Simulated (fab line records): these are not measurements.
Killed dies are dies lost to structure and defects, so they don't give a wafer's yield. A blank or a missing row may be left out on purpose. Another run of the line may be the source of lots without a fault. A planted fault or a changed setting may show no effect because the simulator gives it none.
Matching of chambers    flow n5Finfet    N5_BEOL_M10_ETCH_61 on rieDiel-05: 4 sister chambers
The step etches SiARC in CF4, target depth 39 nm, time 65 s. 8 wafers are shown with their chamber, then 8 later ones without.

EACH WAFER AND ITS CHAMBER
wafer   chamber  showerheadPlenumPTorr (Torr)  drypumpMotorCurrentA (A)
L081.2  2        1.96                          5.8
L081.5  3        2.25                          4.9
L087.4  2        1.96                          5.8
L087.5  0        2.08                          5.5
L083.1  3        2.24                          4.9
L083.3  1        2.17                          5.5
L083.5  1        2.17                          5.5
L086.2  0        2.08                          5.4

WAFERS WITH NO CHAMBER GIVEN
wafer   showerheadPlenumPTorr (Torr)  drypumpMotorCurrentA (A)
L086.5  2.16                          5.5
L086.6  1.96                          5.8
L091.2  1.95                          5.8
L091.3  2.16                          5.5
L091.6  2.08                          5.4
L095.1  2.16                          5.5
L095.4  1.95                          5.9
L095.5  2.24                          4.9

WHICH CHAMBER EACH ONE RAN IN
wafer   from the rows above  in truth
L086.5  1                    1
L086.6  2                    2
L091.2  2                    2
L091.3  1                    1
L091.6  0                    0
L095.1  1                    1
L095.4  2                    2
L095.5  3                    3
Correct placement for 8 of the 8. Not placeable from these rows: 0. Wrongly placed: 0.
How it was worked out, from the rows above alone: a wafer's distance from a chamber is the root of the sum, over the readings, of the square of ((its reading less the chamber's mean) divided by the reading's scatter). The wafer belongs to the nearest chamber; if the next one is less than 2 further off, it can't be placed. A chamber's mean is the mean of its shown wafers. The scatter: take each reading less its chamber's mean, square it, sum over the shown wafers, divide by the number of wafers less the number of chambers, and take the root.
